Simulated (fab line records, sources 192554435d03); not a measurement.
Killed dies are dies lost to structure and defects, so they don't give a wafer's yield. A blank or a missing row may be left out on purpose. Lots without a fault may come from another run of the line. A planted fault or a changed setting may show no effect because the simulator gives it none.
A struck lot beside a sound one | flow n5_finfet | 41 steps out of a route of 1938
Sound: wafers L562.3, L562.4, L562.5. Struck: wafer L555.1. (L555.5 of the same lot was not struck and is left out.) The cause comes at the end.
At each step with rows: each side's tool, then ch and its chambers, then its first start. Under that, the readings that differ: sound wafers | struck wafers | difference of the means | sigmas: that difference in standard deviations of wafers without a fault.
alike: readings whose means differ by less than 2 such deviations, and words and numbers that are the same on both sides. not compared: withheld readings, readings that some wafer has no value for, bounds like >300 that may hide the same value, and numbers for which the record gives no deviation and whose values overlap.
The two part at a step that has a row with sigmas, a row that says differs or no value, or rows on one side only. Numbers that don't overlap but have no deviation are shown without sigmas and don't part them. A reading that every wafer of one side lacks parts them only if that side has two wafers or more.

first, 8 steps without rows for these wafers: N5_SD_EPI_N_SD_RECESS_17 (chemistry HBr/Cl2/O2, target depth 41 nm, time 23.7 s, bt time 3 s); N5_SD_EPI_N_STRIP_38 (strips in N2/H2); N5_SD_EPI_N_WET_ETCH_43 (etches SiO2 in dHF, time 14 s, target depth 1.5 nm); N5_SD_EPI_N_STRIP_18 (strips in SPM, time 750 s); N5_SD_EPI_N_SRD_20 (time 30 s); N5_SD_EPI_N_PRECLEAN_48 (cleans in NF3:NH3, afs cycles 2, time 20 s, sublimation time 60 s); N5_SD_EPI_N_VAPOR_ETCH_50 (etches Si in HCl, time 54 s); N5_SD_EPI_N_EPI_21 (deposits Si:P, time 690 s).
N5_SD_EPI_N_EPI_MEAS_23:
  sound on film_metro-02, day 6 13:46; struck on film_metro-02, day 5 01:27
  alike: thk_nm
then, 3 steps without rows for these wafers: N5_SD_EPI_N_PRECLEAN_24 (cleans in O3/DIW, time 60 s); N5_SD_EPI_N_SRD_25 (time 30 s); N5_SD_EPI_N_PRECLEAN_49 (cleans in NF3:NH3, afs cycles 1, time 20 s, sublimation time 60 s).
N5_SD_EPI_N_LINER_46: material SiNx, target thk 3 nm.
  sound on ald_sin-01 ch 0,2,3, day 6 14:04; struck on ald_sin-02 ch 1, day 5 01:46
  reading                                     | sound | struck | difference | sigmas
  model.SiNx_of_SD_EPI_N_LINER_46.thk_nm (nm) | 3 3 3 | 4.2    | +1.2       |
  alike: heater_power_w
N5_SD_EPI_N_INSPECT_26: inspects for defects (darkfield).
  sound on defect_inspect-02, day 6 14:20; struck on defect_inspect-02, day 5 02:01
  alike: raw_defect_count
then, 8 steps without rows for these wafers: N5_SD_EPI_P_COAT_34 (time 60 s, resist thk 350 nm); N5_SD_EPI_P_COAT_35 (time 60 s, resist thk 35 nm); N5_SD_EPI_P_COAT_03 (resist thk 150 nm); N5_SD_EPI_P_EBR_05; N5_SD_EPI_P_SOFTBAKE_04 (time 60 s); N5_SD_EPI_P_EXPOSE_06 (exposes mask SD P BLK, target cd 240 nm); N5_SD_EPI_P_PEB_07 (peb time 60 s); N5_SD_EPI_P_DEVELOP_08 (develop time 30 s).
N5_SD_EPI_P_CD_MEAS_09: target cd 240 nm.
  sound on cd_sem-02 ch 0, day 6 14:44; struck on cd_sem-02 ch 0, day 5 02:17
  alike: cd_nm
N5_SD_EPI_P_OVL_MEAS_10:
  sound on overlay-02 ch 0, day 6 14:45; struck on overlay-02 ch 0, day 5 02:19
  reading           | sound       | struck | difference | sigmas
  SD_P_BLK_OVL (nm) | 0.5 0.0 1.2 | -1.0   | -1.6       | -3
N5_SD_EPI_P_INSPECT_11: inspects for defects (macro).
  sound on defect_inspect-02, day 6 14:47; struck on defect_inspect-01, day 5 02:20
  reading          | sound | struck | difference | sigmas
  raw_defect_count | 5 5 5 | 1      | -4         | -3
N5_SD_EPI_P_DESCUM_14: chemistry O2, time 7.9 s.
  sound on rie_diel-03 ch 0,2, day 6 14:49; struck on rie_diel-01 ch 0, day 5 02:22
  alike: drypump_motor_current_A, oes_product_au, rf_vpp_V, showerhead_plenum_p_Torr, throttle_valve_pct
  not compared: rf_hours_counter_h
N5_SD_EPI_P_ETCH_36: etches SiARC in CF4, target depth 45.5 nm, time 75.8 s.
  sound on rie_diel-03 ch 0,2, day 6 14:51; struck on rie_diel-01 ch 0, day 5 02:25
  alike: drypump_motor_current_A, etch_rf_on_time_s, oes_product_au, rf_vpp_V, showerhead_plenum_p_Torr, throttle_valve_pct
  not compared: rf_hours_counter_h
then, 3 steps without rows for these wafers: N5_SD_EPI_P_ETCH_37 (etches SOC in N2/H2, overetch 108 nm, time 486 s); N5_SD_EPI_P_STRIP_38 (strips in N2/H2); N5_SD_EPI_P_ETCHBACK_46 (etches SiNx in CH3F/O2, stops on SiO2, target depth 17.5 nm).
N5_SD_EPI_P_ETCH_47: etches SiOCN in CH3F/O2, target depth 25 nm.
  sound on rie_diel-03 ch 0,2, day 6 15:20; struck on rie_diel-01 ch 0, day 5 02:53
  alike: drypump_motor_current_A, oes_product_au, rf_vpp_V, showerhead_plenum_p_Torr, throttle_valve_pct
  not compared: rf_hours_counter_h
then, 2 steps without rows for these wafers: N5_SD_EPI_P_ETCH_16 (etches SiO2 in CHF3/O2, target depth 5 nm); N5_SD_EPI_P_STRIP_50 (strips in CHF3/O2).
N5_SD_EPI_P_SD_RECESS_17: chemistry HBr/Cl2/O2, target depth 39.1 nm, bt time 3 s.
  sound on rie_si-01 ch 0,1,2, day 6 15:30; struck on rie_si-01 ch 1, day 5 03:04
  alike: drypump_motor_current_A, he_backside_leak_sccm, oes_product_au, throttle_valve_pct
  not compared: rf_hours_counter_h
then, 1 step without rows for these wafers: N5_SD_EPI_P_WET_ETCH_45 (etches SiO2 in dHF, time 10.7 s, target depth 2 nm, rinse time 30 s).
N5_SD_EPI_P_STRIP_40: strips in N2/H2.
  sound on plasma_asher-02 ch 0,1, day 6 15:40; struck on plasma_asher-02 ch 0, day 5 03:12
  reading                | sound | struck | difference                   | sigmas
  rf_hours_counter_h (h) | - - - | 86     | no value on the sound wafers |
  alike: drypump_motor_current_A, heater_power_w, oes_product_au
then, 2 steps without rows for these wafers: N5_SD_EPI_P_PRECLEAN_52 (cleans in O3/DIW, time 60 s); N5_SD_EPI_P_SRD_20 (time 30 s).
N5_SD_EPI_P_PRECLEAN_51: cleans in NF3:NH3, afs cycles 1, time 20 s, sublimation time 60 s.
  sound on epi_rpcvd-04 ch 0, day 6 15:52; struck on epi_rpcvd-01 ch 0, day 5 03:22
  reading                                     | sound       | struck | difference | sigmas
  model.SiNx_of_SD_EPI_N_LINER_46.thk_nm (nm) | 2.6 2.6 2.6 | 3.8    | +1.2       |
then, 1 step without rows for these wafers: N5_SD_EPI_P_VAPOR_ETCH_44 (etches SiGe30 in NF3/Ar, time 3.3 s).
-- the record jumps here: 11 days lie between the struck wafers' starts before and after (it left off in module SD_EPI_P and takes up again in module PASSIVATION, whose first step shown is number 1936 of the route) --
N5_PASSIVATION_PROBE_49:
  the record has rows for the struck wafers here (prober-02, day 15 16:43) and none for the sound ones

WHERE THEY PART
First at N5_SD_EPI_P_OVL_MEAS_10; last, within this record, at N5_PASSIVATION_PROBE_49.

WHY: what the simulator had put in
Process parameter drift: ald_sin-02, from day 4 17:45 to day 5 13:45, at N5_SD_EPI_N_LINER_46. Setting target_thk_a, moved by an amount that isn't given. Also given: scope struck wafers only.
